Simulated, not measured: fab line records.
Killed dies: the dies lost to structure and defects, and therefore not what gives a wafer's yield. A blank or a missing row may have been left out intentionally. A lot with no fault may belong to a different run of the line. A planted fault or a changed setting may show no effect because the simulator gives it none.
A single fault, viewed from 2 desks	flow n5-finfet	what lay behind the numbers comes last; until then each desk has only its own

TOOL OWNER'S DESK, krf-scanner-01
The tool's own readings at N5_BEOL_M15_EXPOSE_07 (exposes mask V14): means of the sampled wafers that have a number, for each lot that ran on this tool. A lot is out of limits, marked OUT, if its mean lies more than 4 standard deviations from the usual mean; the brackets give that distance.
Columns: A = reticle-temp-C at N5_BEOL_M15_EXPOSE_07, usual 22.98 C
lot	first seen here	A
L722	day 11 19:48	22.96
L723	day 11 20:53	22.97
L724	day 12 01:28	22.88
L725	day 12 10:53	22.97
L729	day 13 23:19	23.06
This desk found nothing out of limits on any of the 5 lots.

METROLOGY DESK
What the gauges read for every lot (on any tool): the sampled wafers with a number, averaged. A lot is out of limits, marked OUT, if its mean lies more than 4 standard deviations from the usual mean; the brackets give that distance.
Columns: A = V14_OVL at N5_BEOL_M15_OVL_MEAS_11, usual 3 nm
lot	first seen here	A
L722	day 11 20:00	2
L723	day 11 21:05	5
L724	day 12 01:40	6
L725	day 12 11:06	44 (+11) OUT
L728	day 13 13:34	0
L729	day 13 23:31	45 (+11) OUT
L736	day 15 05:43	5
L740	day 16 06:59	6
L737	day 16 08:33	3
L743	day 17 11:38	4
This desk reports L725, L729 out of limits; the earliest was L725 at day 12 11:06 (V14_OVL at N5_BEOL_M15_OVL_MEAS_11). L722, L723, L724, L728, L736, L740, L737, L743 stayed within limits.

BROUGHT TOGETHER
L725, L729 would have let the metrology desk raise an alarm at day 12 11:06.
The desk of the tool owner found nothing out of limits.
On record at the tool owner's desk: L725, L729, within its limits.
The lots listed all ran N5_BEOL_M15_EXPOSE_07 on krf-scanner-01.

WHAT THE SIMULATOR HAD PUT IN
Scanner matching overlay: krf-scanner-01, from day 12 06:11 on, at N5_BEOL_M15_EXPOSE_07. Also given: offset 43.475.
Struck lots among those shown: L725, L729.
Delay in hours, fault start to first out-of-limits reading, per desk: metrology desk 5.
